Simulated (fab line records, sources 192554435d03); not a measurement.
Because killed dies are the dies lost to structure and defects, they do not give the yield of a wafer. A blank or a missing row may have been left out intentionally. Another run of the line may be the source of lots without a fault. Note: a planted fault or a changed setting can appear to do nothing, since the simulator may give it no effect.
A struck lot beside a sound one	flow n5_finfet	16 steps out of a route of 1938
Sound: these wafers, L913.2, L913.3, L913.4. Wafers struck: L899.2, L899.4, L899.5. Last of all comes the cause.
At each step with rows: each side's tool, then ch and its chambers, then its first start. Under that, the readings that differ: sound wafers	struck wafers	difference of the means	sigmas: that difference in standard deviations of wafers without a fault.
alike: a reading whose means differ by less than 2 such deviations, as well as words and numbers matching on both sides. not compared: withheld readings; readings where some wafer has no value; bounds like >300 that might hide an equal value; numbers whose values overlap and for which the record gives no deviation.
Wherever a step has rows on one side only, a row that says differs or no value, or a row with sigmas, the two part there. Numbers that have no deviation but don't overlap get no sigmas and don't part them. A reading that every wafer of one side lacks parts them only if that side has two wafers or more.

first, 1 step without rows for these wafers: N5_BEOL_M2_DEGAS_44 (time 60 s).
N5_BEOL_M2_PRE_CLEAN_45: time 30 s.
  sound on pvd_sputter-03 at day 11 22:04; struck on pvd_sputter-02 at day 9 02:54
  alike: heater_power_w
N5_BEOL_M2_ALD_84: deposits TaN, pulse time 2 s, purge time 3 s, co reactant purge time 2 s.
  sound on ald_metal-04 ch 1,2,3, day 11 22:08; struck on ald_metal-02 ch 0,1,3, day 9 02:59
  alike: heater_power_w, precursor_vessel_pressure_torr, precursor_vessel_temp_c
then, 5 steps without rows for these wafers: N5_BEOL_M2_SURFACE_TREAT_85; N5_BEOL_M2_CVD_47 (deposits Co from CCTBA/H2, target thk 3 nm, time 223.8 s); N5_BEOL_M2_SPUTTER_48 (material Cu, target thk 4.5 nm, time 8.29 s); N5_BEOL_M2_ANNEAL_49 (time 240 s); N5_BEOL_M2_SPUTTER_79 (material Cu, target thk 4.5 nm, time 8.29 s).
N5_BEOL_M2_ANNEAL_80: time 240 s.
  sound on pvd_sputter-02 at day 11 23:04; struck on pvd_sputter-01 at day 9 03:56
  alike: heater_power_w, susceptor_temp_C
then, 2 steps without rows for these wafers: N5_BEOL_M2_SPUTTER_81 (material Cu, target thk 4.5 nm, time 8.29 s); N5_BEOL_M2_ANNEAL_82 (time 240 s).
N5_BEOL_M2_SPUTTER_86: material Cu, target thk 4.5 nm, time 8.29 s.
  sound on pvd_sputter-02 at day 11 23:26; struck on pvd_sputter-01 at day 9 04:17
  alike: throttle_valve_pct
N5_BEOL_M2_ANNEAL_87: time 240 s.
  sound on pvd_sputter-02 at day 11 23:31; struck on pvd_sputter-01 at day 9 04:22
  no value came back on the struck wafers for heater_power_w (W), susceptor_temp_C (C), time_s (s); on the sound wafers heater_power_w (W) reads 787 966 838
N5_BEOL_M2_SPUTTER_88: material Cu, target thk 4.5 nm, time 8.29 s.
  sound on pvd_sputter-02 at day 11 23:39; struck on pvd_sputter-01 at day 9 04:31
  alike: throttle_valve_pct
N5_BEOL_M4_RC_MEAS_101:
  sound on prober-01 ch 0, day 13 12:42; struck on prober-01 ch 0, day 10 17:23
  alike: DIBL_N, DIBL_P, IOFF_N, IOFF_P, ION_N, ION_P, SS_N, SS_P, VT_N, VT_P
-- the record jumps here: 4 days lie between the struck wafers' starts before and after (it left off in module BEOL_M4 and takes up again in module PASSIVATION, whose first step shown is number 1936 of the route) --
N5_PASSIVATION_PROBE_49:
  record: rows for the struck wafers here (prober-01, day 15 00:35), none for the sound ones

WHERE THEY PART
First at N5_BEOL_M2_ANNEAL_87; last, within this record, at N5_PASSIVATION_PROBE_49.

WHY: what had been put in by the simulator
Step skipped in full: pvd_sputter-01, at N5_BEOL_M2_ANNEAL_87, from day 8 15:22 onward. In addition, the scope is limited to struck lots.
